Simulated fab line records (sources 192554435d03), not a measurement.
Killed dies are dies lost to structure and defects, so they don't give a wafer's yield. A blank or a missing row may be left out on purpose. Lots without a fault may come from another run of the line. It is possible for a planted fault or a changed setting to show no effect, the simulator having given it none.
Matching of chambers | flow n5-finfet | N5_SD_EPI_N_DESCUM_14 on rie-diel-01: 4 sister chambers
The step chemistry O2, time 7.9 s. 4 wafers are shown with their chamber, then 8 later ones without.

== WAFERS, EACH WITH ITS CHAMBER ==
wafer  | chamber | drypump-motor-current-A (A)
L082.4 | 2       | 6.4
L084.1 | 0       | 6.1
L084.2 | 1       | 5.3
L089.4 | 3       | 5.7

== WAFERS MISSING THEIR CHAMBER ==
wafer  | drypump-motor-current-A (A)
L089.5 | 5.7
L089.6 | 6.1
L096.1 | 5.7
L096.2 | 5.3
L096.6 | 6.4
L097.1 | 5.3
L097.3 | 6.4
L097.5 | 6.3

== WHICH CHAMBER EACH ONE RAN IN ==
wafer  | from the rows above | in truth
L089.5 | 3                   | 3
L089.6 | 0                   | 0
L096.1 | 3                   | 3
L096.2 | 1                   | 1
L096.6 | 2                   | 2
L097.1 | 1                   | 1
L097.3 | 2                   | 2
L097.5 | 2                   | 2
Placed correctly: 8 of 8. From these rows, 0 cannot be placed. Number placed wrongly: 0.
How it was worked out, from the rows above alone: a wafer's distance from a chamber is the root of the sum, over the readings, of the square of ((its reading less the chamber's mean) divided by the reading's scatter). The wafer belongs to the nearest chamber; if the next one is less than 2 further off, it can't be placed. The mean given for a chamber averages the wafers shown for that chamber. The scatter: root of mean squared gap, hidden wafer to nearest shown wafer, with one shown wafer a chamber.
